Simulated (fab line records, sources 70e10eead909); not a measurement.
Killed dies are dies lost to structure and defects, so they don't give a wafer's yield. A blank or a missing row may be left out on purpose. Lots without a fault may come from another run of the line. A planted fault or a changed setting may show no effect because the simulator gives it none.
Chamber matching | flow nand_harc | NHARC_P_CONTACT_ALD_22 on ald_metal-04: 4 sister chambers
The step deposits TiN, target thk 3 nm, pulse time 1 s, ald cycles 150. 14 wafers are shown with their chamber, then 7 later ones without.

WAFERS WITH THEIR CHAMBER
wafer  | chamber | heater_power_w (W) | precursor_pulse_height_rel | susceptor_temp_C (C)
L076.1 | 1       | 1097               | 1.028                      | 450.26
L076.3 | 0       | 1069               | 0.992                      | 450.29
L076.6 | 3       | 1050               | 1.019                      | 450.22
L079.3 | 2       | 981                | 0.977                      | 450.01
L079.4 | 3       | 1088               | 0.981                      | 449.98
L079.6 | 2       | 986                | 0.991                      | 449.71
L080.2 | 2       | 971                | 0.955                      | 450.16
L080.4 | 3       | 1091               | 0.998                      | 449.88
L080.5 | 0       | 1077               | 0.987                      | 449.91
L089.2 | 2       | 982                | 0.996                      | 449.87
L089.4 | 3       | 1104               | 0.999                      | 450.40
L089.5 | 2       | 978                | 0.931                      | 450.01
L091.2 | 3       | 1079               | 0.988                      | 450.32
L091.3 | 1       | 1122               | 1.006                      | 449.89

SIGNATURES (means of the wafers above)
reading                    | chamber 0 | chamber 1 | chamber 2 | chamber 3 | scatter within a chamber
heater_power_w             | 1073.00   | 1109.50   | 979.60    | 1082.40   | 14.5
precursor_pulse_height_rel | 0.98950   | 1.01700   | 0.97000   | 0.99700   | 0.02
susceptor_temp_C           | 450.1000  | 450.0750  | 449.9520  | 450.1600  | 0.213
Rule: a wafer's distance from a chamber is the root of the sum, over the readings, of the square of ((its reading less the chamber's mean) divided by the reading's scatter). The wafer belongs to the nearest chamber; if the next one is less than 2 further off, it can't be placed. The scatter: the root of (the sum of the squares of (reading less its chamber's mean) over the shown wafers, divided by (wafers less chambers)).

WAFERS WITHOUT THEIR CHAMBER
wafer  | heater_power_w (W) | precursor_pulse_height_rel | susceptor_temp_C (C)
L091.6 | 1082               | 0.992                      | 450.17
L094.1 | 1125               | 0.985                      | 449.90
L094.4 | 1032               | 1.054                      | 449.81
L094.5 | 1126               | 0.995                      | 449.95
L095.1 | 1152               | 1.003                      | 450.03
L095.4 | 1128               | 1.024                      | 449.87
L095.5 | 1145               | 0.981                      | 450.02

WHICH CHAMBER EACH WENT THROUGH
wafer  | from the rows above               | in truth
L091.6 | can't be placed: 3 or 0           | 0
L094.1 | can't be placed: 1 or 3 or 0      | 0
L094.4 | can't be placed: 0 or 3 or 2 or 1 | 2
L094.5 | can't be placed: 1 or 3           | 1
L095.1 | can't be placed: 1 or 3           | 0
L095.4 | 1                                 | 1
L095.5 | can't be placed: 1 or 3 or 0      | 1
Placed correctly: 1 of 7. Can't be placed from these rows: 6 (the true chamber is among the candidates in 5). Placed wrongly: 0.
